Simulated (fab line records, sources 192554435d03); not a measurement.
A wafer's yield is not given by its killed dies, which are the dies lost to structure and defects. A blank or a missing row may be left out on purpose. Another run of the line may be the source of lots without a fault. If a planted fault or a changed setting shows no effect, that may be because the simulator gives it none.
Which tool did it? + flow n5_finfet + 72 wafers from 24 lots sampled at 6 of the route's 1938 steps

## WHAT EACH GAUGE READ, for each wafer
N5_MIM_TOP_LITHO_INSPECT_12: inspects for defects (macro). Usual: raw_defect_count at 2.1, with a standard deviation of 1.5.
| lot  | measured     | on                | raw_defect_count | flag |
|------|--------------|-------------------|------------------|------|
| L074 | day 11 19:29 | defect_inspect-02 | 0 1 3            |      |
| L076 | day 11 21:29 | defect_inspect-02 | 1 3 1            |      |
| L075 | day 12 00:57 | defect_inspect-02 | 3 0 4            |      |
| L077 | day 12 07:07 | defect_inspect-02 | 1 2 5            |      |
| L078 | day 12 13:56 | defect_inspect-01 | 3 2 1            |      |
| L079 | day 12 14:05 | defect_inspect-02 | 1 2 4            |      |
| L081 | day 13 14:20 | defect_inspect-02 | 1 2 2            |      |
| L080 | day 13 18:41 | defect_inspect-02 | 0 0 2            |      |
| L082 | day 13 23:29 | defect_inspect-01 | 3 4 3            |      |
| L083 | day 14 11:35 | defect_inspect-02 | 0 4 3            |      |
| L084 | day 14 11:50 | defect_inspect-02 | 2 2 2            |      |
| L086 | day 14 12:08 | defect_inspect-01 | 0 4 2            |      |
| L085 | day 14 22:35 | defect_inspect-02 | 3 3 2            |      |
| L087 | day 15 10:04 | defect_inspect-01 | 0 1 1            |      |
| L090 | day 16 01:25 | defect_inspect-01 | 5 0 1            |      |
| L088 | day 16 06:33 | defect_inspect-01 | 3 3 2            |      |
| L091 | day 16 10:49 | defect_inspect-01 | 3 1 2            |      |
| L089 | day 16 15:19 | defect_inspect-02 | 1 1 1            |      |
| L093 | day 16 23:46 | defect_inspect-01 | 0 1 1            |      |
| L092 | day 17 01:50 | defect_inspect-01 | 5 1 2            |      |
| L094 | day 17 02:05 | defect_inspect-02 | 2 2 1            |      |
| L095 | day 17 14:19 | defect_inspect-02 | 4 0 2            |      |
| L096 | day 18 14:59 | defect_inspect-01 | 2 7 1            |      |
| L097 | day 18 15:14 | defect_inspect-02 | 1 2 3            |      |

N5_PASSIVATION_OVL_MEAS_60. Usual: for TV_OVL the level is 0 nm and the standard deviation is 6.6.
| lot  | measured     | on         | TV_OVL (nm) | flag |
|------|--------------|------------|-------------|------|
| L074 | day 12 01:12 | overlay-02 | 3 -10 -3    |      |
| L076 | day 12 00:22 | overlay-01 | 1 -11 -7    |      |
| L075 | day 12 04:55 | overlay-01 | -7 4 -1     |      |
| L077 | day 12 11:59 | overlay-01 | -3 -4 -4    |      |
| L078 | day 12 18:10 | overlay-01 | 3 -5 -3     |      |
| L079 | day 12 18:20 | overlay-01 | 4 -4 3      |      |
| L081 | day 13 18:11 | overlay-02 | -1 -14 -4   |      |
| L080 | day 13 21:10 | overlay-01 | -13 1 -5    |      |
| L082 | day 14 01:46 | overlay-01 | -3 -10 -6   |      |
| L083 | day 14 21:05 | overlay-01 | 3 -3 7      |      |
| L084 | day 14 21:15 | overlay-02 | -2 7 7      |      |
| L086 | day 14 18:38 | overlay-02 | 5 2 3       |      |
| L085 | day 15 04:11 | overlay-02 | 5 7 3       |      |
| L087 | day 15 12:37 | overlay-02 | 13 15 8     |      |
| L090 | day 16 05:47 | overlay-01 | 6 -7 -3     |      |
| L088 | day 16 08:52 | overlay-01 | -7 -10 0    |      |
| L091 | day 16 13:52 | overlay-02 | 0 5 -2      |      |
| L089 | day 16 18:49 | overlay-01 | 5 2 4       |      |
| L093 | day 17 07:31 | overlay-01 | 6 2 5       |      |
| L092 | day 17 08:53 | overlay-01 | -11 -2 -17  |      |
| L094 | day 17 08:22 | overlay-02 | 7 10 16     |      |
| L095 | day 17 19:22 | overlay-02 | -7 -14 -5   |      |
| L096 | day 18 22:41 | overlay-01 | -6 -12 -12  |      |
| L097 | day 18 22:31 | overlay-02 | -2 -2 -4    |      |

## EACH LOT AND THE TOOL THAT RAN IT (in order: tool; ch and the chambers of the sampled wafers; start)
| lot  | N5_BEOL_M14_ETCH_68                | N5_MIM_BOT_DEGAS_01          | N5_MIM_TOP_ETCH_ETCH_00           | N5_MIM_TOP_ETCH_PECVD_03        |
|------|------------------------------------|------------------------------|-----------------------------------|---------------------------------|
| L074 | rie_diel-05 ch 0,2,3, day 11 02:55 | pvd_sputter-03, day 11 16:02 | rie_metal-03 ch 1, day 11 19:37   | pecvd-01 ch 0,2, day 11 19:49   |
| L076 | rie_diel-05 ch 0,2,3, day 11 09:17 | pvd_sputter-01, day 11 19:43 | rie_metal-01 ch 0,1, day 11 21:36 | pecvd-04 ch 0,1,2, day 11 21:49 |
| L075 | rie_diel-06 ch 0,3, day 11 10:35   | pvd_sputter-01, day 11 21:52 | rie_metal-03 ch 0,1, day 12 01:08 | pecvd-04 ch 0,1,2, day 12 01:19 |
| L077 | rie_diel-02 ch 0,1,3, day 11 18:28 | pvd_sputter-02, day 12 05:30 | rie_metal-01 ch 0,1, day 12 07:30 | pecvd-02 ch 0,1,2, day 12 07:45 |
| L078 | rie_diel-05 ch 1,2, day 11 22:55   | pvd_sputter-02, day 12 12:32 | rie_metal-01 ch 0,1, day 12 14:04 | pecvd-04 ch 0,1, day 12 14:16   |
| L079 | rie_diel-02 ch 1,2, day 12 00:55   | pvd_sputter-02, day 12 12:39 | rie_metal-02 ch 0,1, day 12 14:13 | pecvd-04 ch 0,1, day 12 14:25   |
| L081 | rie_diel-05 ch 0,3, day 13 00:43   | pvd_sputter-02, day 13 12:56 | rie_metal-01 ch 0,1, day 13 14:43 | pecvd-02 ch 1,2, day 13 14:56   |
| L080 | rie_diel-06 ch 2,3, day 13 06:00   | pvd_sputter-02, day 13 16:28 | rie_metal-01 ch 0,1, day 13 18:50 | pecvd-01 ch 1,2, day 13 19:12   |
| L082 | rie_diel-05 ch 0,1,3, day 13 12:17 | pvd_sputter-03, day 13 22:01 | rie_metal-02 ch 0,1, day 13 23:51 | pecvd-02 ch 0,1,2, day 14 00:01 |
| L083 | rie_diel-05 ch 1,2,3, day 13 21:44 | pvd_sputter-03, day 14 10:12 | rie_metal-02 ch 0,1, day 14 11:43 | pecvd-02 ch 0,2, day 14 11:56   |
| L084 | rie_diel-06 ch 2,3, day 13 23:17   | pvd_sputter-03, day 14 10:25 | rie_metal-03 ch 0,1, day 14 11:57 | pecvd-02 ch 0,2, day 14 12:10   |
| L086 | rie_diel-05 ch 1,3, day 14 01:13   | pvd_sputter-03, day 14 10:44 | rie_metal-01 ch 0, day 14 12:16   | pecvd-02 ch 1,2, day 14 12:35   |
| L085 | rie_diel-06 ch 0,1,2, day 14 08:27 | pvd_sputter-03, day 14 21:28 | rie_metal-01 ch 0,1, day 14 22:43 | pecvd-04 ch 0,1,2, day 14 22:55 |
| L087 | rie_diel-02 ch 0,1,3, day 14 20:55 | pvd_sputter-02, day 15 08:41 | rie_metal-01 ch 0,1, day 15 10:12 | pecvd-01 ch 0,2, day 15 10:26   |
| L090 | rie_diel-05 ch 0,1, day 15 12:17   | pvd_sputter-02, day 15 23:57 | rie_metal-03 ch 0,1, day 16 01:32 | pecvd-04 ch 0,1,2, day 16 01:44 |
| L088 | rie_diel-05 ch 0,1,3, day 15 13:10 | pvd_sputter-03, day 16 03:26 | rie_metal-03 ch 0,1, day 16 06:43 | pecvd-01 ch 0,1, day 16 06:55   |
| L091 | rie_diel-06 ch 0,1,3, day 15 16:01 | pvd_sputter-01, day 16 09:44 | rie_metal-02 ch 0,1, day 16 11:32 | pecvd-02 ch 0,2, day 16 11:47   |
| L089 | rie_diel-02 ch 1,3, day 15 17:55   | pvd_sputter-02, day 16 13:17 | rie_metal-02 ch 0,1, day 16 15:34 | pecvd-02 ch 0,1, day 16 15:52   |
| L093 | rie_diel-05 ch 0,1, day 16 09:46   | pvd_sputter-01, day 16 22:26 | rie_metal-02 ch 0,1, day 16 23:55 | pecvd-01 ch 0,2, day 17 00:06   |
| L092 | rie_diel-02 ch 0,1,3, day 16 10:01 | pvd_sputter-01, day 16 22:47 | rie_metal-01 ch 1, day 17 02:04   | pecvd-01 ch 0,1,2, day 17 02:23 |
| L094 | rie_diel-02 ch 0,1,2, day 16 10:57 | pvd_sputter-01, day 16 23:02 | rie_metal-03 ch 0,1, day 17 02:19 | pecvd-01 ch 0,1, day 17 02:31   |
| L095 | rie_diel-05 ch 0,2,3, day 16 19:27 | pvd_sputter-03, day 17 13:05 | rie_metal-02 ch 0,1, day 17 14:26 | pecvd-01 ch 0,1,2, day 17 14:39 |
| L096 | rie_diel-02 ch 0,1,2, day 17 19:47 | pvd_sputter-02, day 18 11:53 | rie_metal-02 ch 0,1, day 18 16:10 | pecvd-01 ch 0,1,2, day 18 16:22 |
| L097 | rie_diel-06 ch 0,1,2, day 17 20:24 | pvd_sputter-01, day 18 12:26 | rie_metal-02 ch 0,1, day 18 16:53 | pecvd-02 ch 1,2, day 18 17:04   |
- N5_BEOL_M14_ETCH_68: etches SOC in N2/H2, time 450 s.
- N5_MIM_BOT_DEGAS_01: time 60 s.
- N5_MIM_TOP_ETCH_ETCH_00: etches TiN in Cl2/BCl3, target depth 38.5 nm.
- N5_MIM_TOP_ETCH_PECVD_03: deposits SiNx from SiH4/NH3/N2, target thk 20 nm, time 17.6 s.

## WHAT THE TOOLS THEMSELVES READ (means of the sampled wafers that have a number; where no wafer has one, the mark that the record gives instead)
N5_BEOL_M14_ETCH_68. Usual: drypump_motor_current_A 5.9 A, standard deviation 0.58; oes_product_au 0.80 a.u., standard deviation 0.072; rf_vpp_V 522.7 V, standard deviation 2.3; showerhead_plenum_p_Torr 2.50 Torr, standard deviation 0.079; throttle_valve_pct 17.6 %, standard deviation 0.3.
| lot  | tool        | drypump_motor_current_A (A) | oes_product_au (a.u.) | rf_vpp_V (V) | showerhead_plenum_p_Torr (Torr) | throttle_valve_pct (%) | flag |
|------|-------------|-----------------------------|-----------------------|--------------|---------------------------------|------------------------|------|
| L074 | rie_diel-05 | 5.8                         | 0.75                  | 521.4        | 2.48                            | 17.6                   |      |
| L076 | rie_diel-05 | 5.8                         | 0.75                  | 522.2        | 2.48                            | 17.6                   |      |
| L075 | rie_diel-06 | 5.4                         | 0.70                  | 522.8        | 2.49                            | 18.2                   |      |
| L077 | rie_diel-02 | 5.5                         | 0.78                  | 521.8        | 2.49                            | 17.7                   |      |
| L078 | rie_diel-05 | 6.5                         | 0.75                  | 521.9        | 2.49                            | 17.8                   |      |
| L079 | rie_diel-02 | 5.7                         | 0.81                  | 522.5        | 2.46                            | 17.4                   |      |
| L081 | rie_diel-05 | 5.6                         | 0.76                  | 521.3        | 2.45                            | 17.6                   |      |
| L080 | rie_diel-06 | 6.4                         | 0.74                  | 524.7        | 2.58                            | 18.0                   |      |
| L082 | rie_diel-05 | 5.8                         | 0.80                  | 521.5        | 2.45                            | 17.5                   |      |
| L083 | rie_diel-05 | 6.0                         | 0.77                  | 522.4        | 2.47                            | 17.6                   |      |
| L084 | rie_diel-06 | 6.4                         | 0.74                  | 525.1        | 2.58                            | 18.0                   |      |
| L086 | rie_diel-05 | 5.9                         | 0.83                  | 522.6        | 2.45                            | 17.4                   |      |
| L085 | rie_diel-06 | 5.7                         | 0.89                  | 525.9        | 2.62                            | 17.6                   |      |
| L087 | rie_diel-02 | 5.5                         | 0.84                  | 522.3        | 2.48                            | 17.6                   |      |
| L090 | rie_diel-05 | 6.2                         | 0.79                  | 521.2        | 2.45                            | 17.6                   |      |
| L088 | rie_diel-05 | 5.8                         | 0.77                  | 521.5        | 2.44                            | 17.5                   |      |
| L091 | rie_diel-06 | 5.7                         | 0.81                  | 526.9        | 2.67                            | 17.8                   |      |
| L089 | rie_diel-02 | 5.7                         | 0.82                  | 522.7        | 2.47                            | 17.5                   |      |
| L093 | rie_diel-05 | 6.2                         | 0.79                  | 521.3        | 2.44                            | 17.6                   |      |
| L092 | rie_diel-02 | 5.5                         | 0.82                  | 522.2        | 2.47                            | 17.7                   |      |
| L094 | rie_diel-02 | 5.6                         | 0.77                  | 521.3        | 2.45                            | 17.7                   |      |
| L095 | rie_diel-05 | 5.8                         | 0.80                  | 521.3        | 2.46                            | 17.6                   |      |
| L096 | rie_diel-02 | 5.6                         | 0.76                  | 521.5        | 2.45                            | 17.7                   |      |
| L097 | rie_diel-06 | 5.7                         | 0.84                  | 526.6        | 2.61                            | 17.7                   |      |

N5_MIM_BOT_DEGAS_01. Usual: heater_power_w at 474 W, with a standard deviation of 39.
| lot  | tool           | heater_power_w (W) | flag |
|------|----------------|--------------------|------|
| L074 | pvd_sputter-03 | 453                |      |
| L076 | pvd_sputter-01 | 450                |      |
| L075 | pvd_sputter-01 | 446                |      |
| L077 | pvd_sputter-02 | 512                |      |
| L078 | pvd_sputter-02 | 510                |      |
| L079 | pvd_sputter-02 | 481                |      |
| L081 | pvd_sputter-02 | 553                |      |
| L080 | pvd_sputter-02 | 465                |      |
| L082 | pvd_sputter-03 | 470                |      |
| L083 | pvd_sputter-03 | 466                |      |
| L084 | pvd_sputter-03 | 466                |      |
| L086 | pvd_sputter-03 | 457                |      |
| L085 | pvd_sputter-03 | 455                |      |
| L087 | pvd_sputter-02 | 474                |      |
| L090 | pvd_sputter-02 | 474                |      |
| L088 | pvd_sputter-03 | 469                |      |
| L091 | pvd_sputter-01 | 438                |      |
| L089 | pvd_sputter-02 | 474                |      |
| L093 | pvd_sputter-01 | 439                |      |
| L092 | pvd_sputter-01 | 452                |      |
| L094 | pvd_sputter-01 | 438                |      |
| L095 | pvd_sputter-03 | 473                |      |
| L096 | pvd_sputter-02 | 525                |      |
| L097 | pvd_sputter-01 | 435                |      |

N5_MIM_TOP_ETCH_ETCH_00. Usual: drypump_motor_current_A 5.94 A, standard deviation 0.26; he_backside_leak_sccm 3.4 sccm, standard deviation 0.33; oes_product_au 0.76 a.u., standard deviation 0.093; throttle_valve_pct 22.79 %, standard deviation 0.17.
| lot  | tool         | drypump_motor_current_A (A) | he_backside_leak_sccm (sccm) | oes_product_au (a.u.) | throttle_valve_pct (%) | flag |
|------|--------------|-----------------------------|------------------------------|-----------------------|------------------------|------|
| L074 | rie_metal-03 | 6.06                        | 3.2                          | 0.71                  | 22.54                  |      |
| L076 | rie_metal-01 | 6.13                        | 3.5                          | 0.66                  | 22.90                  |      |
| L075 | rie_metal-03 | 6.13                        | 3.4                          | 0.76                  | 22.62                  |      |
| L077 | rie_metal-01 | 6.07                        | 3.5                          | 0.64                  | 23.07                  |      |
| L078 | rie_metal-01 | 6.07                        | 3.5                          | 0.64                  | 23.06                  |      |
| L079 | rie_metal-02 | 5.59                        | 3.3                          | 0.83                  | 22.71                  |      |
| L081 | rie_metal-01 | 6.08                        | 3.3                          | 0.63                  | 23.06                  |      |
| L080 | rie_metal-01 | 6.05                        | 3.4                          | 0.63                  | 23.07                  |      |
| L082 | rie_metal-02 | 5.72                        | 3.4                          | 0.81                  | 22.72                  |      |
| L083 | rie_metal-02 | 5.72                        | 3.3                          | 0.82                  | 22.70                  |      |
| L084 | rie_metal-03 | 6.18                        | 3.4                          | 0.80                  | 22.74                  |      |
| L086 | rie_metal-01 | 6.18                        | 3.2                          | 0.68                  | 22.74                  |      |
| L085 | rie_metal-01 | 6.12                        | 3.2                          | 0.78                  | 22.80                  |      |
| L087 | rie_metal-01 | 6.12                        | 3.2                          | 0.76                  | 22.81                  |      |
| L090 | rie_metal-03 | 6.19                        | 3.2                          | 0.79                  | 22.75                  |      |
| L088 | rie_metal-03 | 6.11                        | 4.2                          | 0.73                  | 22.65                  |      |
| L091 | rie_metal-02 | 5.60                        | 3.3                          | 0.80                  | 22.74                  |      |
| L089 | rie_metal-02 | 5.70                        | 3.5                          | 0.80                  | 22.73                  |      |
| L093 | rie_metal-02 | 5.59                        | 3.8                          | 0.79                  | 22.73                  |      |
| L092 | rie_metal-01 | 6.04                        | 3.3                          | 0.91                  | 22.92                  |      |
| L094 | rie_metal-03 | 6.11                        | 3.4                          | 0.73                  | 22.66                  |      |
| L095 | rie_metal-02 | 5.60                        | 3.3                          | 0.80                  | 22.74                  |      |
| L096 | rie_metal-02 | 5.70                        | 3.2                          | 0.80                  | 22.73                  |      |
| L097 | rie_metal-02 | 5.59                        | 3.3                          | 0.79                  | 22.74                  |      |

N5_MIM_TOP_ETCH_PECVD_03. Usual: heater_power_outer_w 484 W, standard deviation 67; heater_power_w 779 W, standard deviation 87; showerhead_plenum_p_Torr 5.15 Torr, standard deviation 0.091; throttle_valve_pct 40.1 %, standard deviation 2.4.
| lot  | tool     | heater_power_outer_w (W) | heater_power_w (W) | showerhead_plenum_p_Torr (Torr) | throttle_valve_pct (%) | flag |
|------|----------|--------------------------|--------------------|---------------------------------|------------------------|------|
| L074 | pecvd-01 | 498                      | 793                | 5.25                            | 38.3                   |      |
| L076 | pecvd-04 | 506                      | 813                | 5.19                            | 40.1                   |      |
| L075 | pecvd-04 | 487                      | 797                | 5.20                            | 40.3                   |      |
| L077 | pecvd-02 | 442                      | 695                | 5.07                            | 38.9                   |      |
| L078 | pecvd-04 | 541                      | 837                | 5.25                            | 41.3                   |      |
| L079 | pecvd-04 | 479                      | 778                | 5.19                            | 40.1                   |      |
| L081 | pecvd-02 | 420                      | 685                | 5.06                            | 38.7                   |      |
| L080 | pecvd-01 | 503                      | 838                | 5.26                            | 42.8                   |      |
| L082 | pecvd-02 | 451                      | 722                | 5.06                            | 39.0                   |      |
| L083 | pecvd-02 | 517                      | 846                | 5.07                            | 39.0                   |      |
| L084 | pecvd-02 | 532                      | 812                | 5.06                            | 39.2                   |      |
| L086 | pecvd-02 | 459                      | 782                | 5.08                            | 38.7                   |      |
| L085 | pecvd-04 | 545                      | 868                | 5.20                            | 40.3                   |      |
| L087 | pecvd-01 | 452                      | 741                | 5.19                            | 39.0                   |      |
| L090 | pecvd-04 | 492                      | 782                | 5.19                            | 40.1                   |      |
| L088 | pecvd-01 | 515                      | 851                | 5.19                            | 43.5                   |      |
| L091 | pecvd-02 | 455                      | 773                | 5.07                            | 39.1                   |      |
| L089 | pecvd-02 | 503                      | 722                | 5.05                            | 39.3                   |      |
| L093 | pecvd-01 | 475                      | 751                | 5.19                            | 39.0                   |      |
| L092 | pecvd-01 | 486                      | 791                | 5.22                            | 41.0                   |      |
| L094 | pecvd-01 | 505                      | 846                | 5.19                            | 43.7                   |      |
| L095 | pecvd-01 | 498                      | 793                | 5.23                            | 40.9                   |      |
| L096 | pecvd-01 | 458                      | 756                | 5.22                            | 41.0                   |      |
| L097 | pecvd-02 | 407                      | 716                | 5.07                            | 38.9                   |      |

## THE ANSWER, worked out from the rows above alone
Rule: lot off if the mean of its wafers having a number is beyond 3 standard deviations from the usual mean. A lot without any number at a reading at which 4 lots or more have one is off too. Where the step has rows for the other lots, those lots are counted as sound. After the gauges, taken in route order, come the tools' own readings; for these a lot's mean is taken, as printed above. The first step at which some lot is off is used, and at that step the reading that is off furthest; a lot without a number counts as furthest.
No lot is off on any of the readings shown, so nothing can be concluded from this.

## WHAT THE SIMULATOR PUT IN
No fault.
